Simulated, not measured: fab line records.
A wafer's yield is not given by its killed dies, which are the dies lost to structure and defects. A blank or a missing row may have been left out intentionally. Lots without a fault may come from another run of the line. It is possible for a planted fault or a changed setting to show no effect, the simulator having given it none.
Split-lot trial    flow n5 finfet    21 wafers read from 7 lots, route of 1938 steps

## SPLIT DETAILS
At N5_BEOL_M0_SAQP_EXPOSE_11 (exposes mask M0 CORE, target cd 42 nm), the setting dose mj was moved away from the recipe's 55 on 9 of the 21 wafers read, by -6.7% to +4.9%. For the rest of the wafers, this setting stayed at what the recipe calls for.

## FROM THE SPLIT TO THE READING: what the file shows between them, 2 steps
- N5_BEOL_M0_SAQP_PEB_12: peb time 60 s
- N5_BEOL_M0_SAQP_DEVELOP_13: develop time 30 s

## THE READING
cd nm, in nm, at N5_BEOL_M0_SAQP_CD_MEAS_14 (target cd 42.5 nm). A value of 42.4 nm with a standard deviation of 0.37 nm is what fault-free wafers of this fab line usually give.

wafer   tool, chamber at the split  dose mj as run  against the recipe  cd nm, nm  against lot-mates on the recipe
L076.1  arfi scanner-03, 0          55              recipe              42.3       -
L076.3  arfi scanner-03, 0          57.41           +4.4%               41.3       -1.0
L076.5  arfi scanner-03, 0          57.41           +4.4%               41.7       -0.6
L077.1  arfi scanner-02, 0          51.34           -6.7%               44.5       +2.0
L077.2  arfi scanner-02, 0          55              recipe              42.5       -
L077.6  arfi scanner-02, 0          51.34           -6.7%               44.5       +2.0
L079.4  arfi scanner-02, 0          57.67           +4.9%               40.3       -1.7
L079.5  arfi scanner-02, 0          57.67           +4.9%               40.7       -1.3
L079.6  arfi scanner-02, 0          55              recipe              42.0       -
L081.1  arfi scanner-01, 0          55              recipe              42.2       -
L081.5  arfi scanner-01, 0          55              recipe              42.2       -
L081.6  arfi scanner-01, 0          57.1            +3.8%               40.8       -1.4
L082.2  arfi scanner-01, 0          55              recipe              42.3       -
L082.3  arfi scanner-01, 0          55              recipe              41.4       -
L082.5  arfi scanner-01, 0          55              recipe              41.9       -
L086.1  arfi scanner-03, 0          55              recipe              42.8       -
L086.2  arfi scanner-03, 0          55              recipe              42.4       -
L086.4  arfi scanner-03, 0          56.69           +3.1%               40.9       -1.7
L087.1  arfi scanner-02, 0          55              recipe              42.4       -
L087.2  arfi scanner-02, 0          53.02           -3.6%               43.3       +0.9
L087.4  arfi scanner-02, 0          55              recipe              42.4       -

THE FIT
A straight line over all 21 wafers: cd nm changes by -0.318 nm for each +1% of dose mj; r = -0.94; the points scatter about the line by 0.37 nm.
The same after taking each lot's own level away (the mean of its wafers on the recipe; 21 wafers): -0.293 nm for each +1%; r = -0.95; scatter 0.31 nm.
That fit puts the effect of the largest move of dose mj on the reading at 2 nm.
The span of the lots' own levels, 41.87 to 42.60 nm, comes to 2.0 times the standard deviation stated above.
So the lot-to-lot level changes the slope little: the two slopes agree.
Check: +1.91 nm against its lot-mates is what the line predicts for one of the wafers moved furthest among these (-6.7%) when that wafer is left out of the fit. Against them it came out at +2 nm.

## OTHER SPLITS ON THESE WAFERS
Other splits were also applied to these wafers ahead of the reading. Each is held against what the fit with the lots' levels taken away leaves over:
other split on the same wafers        wafers away from the commonest value  r with cd nm (lot level and that fit taken away)
N5_GATE_CUT_EXPOSE_10 dose mj         5                                     -0.13
N5_GATE_CUT_DESCUM_18 time s          8                                     +0.22
N5_MOL_CONTACT_COAG_ETCH_67 source w  4                                     +0.09

## FILE'S OWN FIT
cd nm changes by -0.305 nm for each +1% of dose mj, r = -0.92.
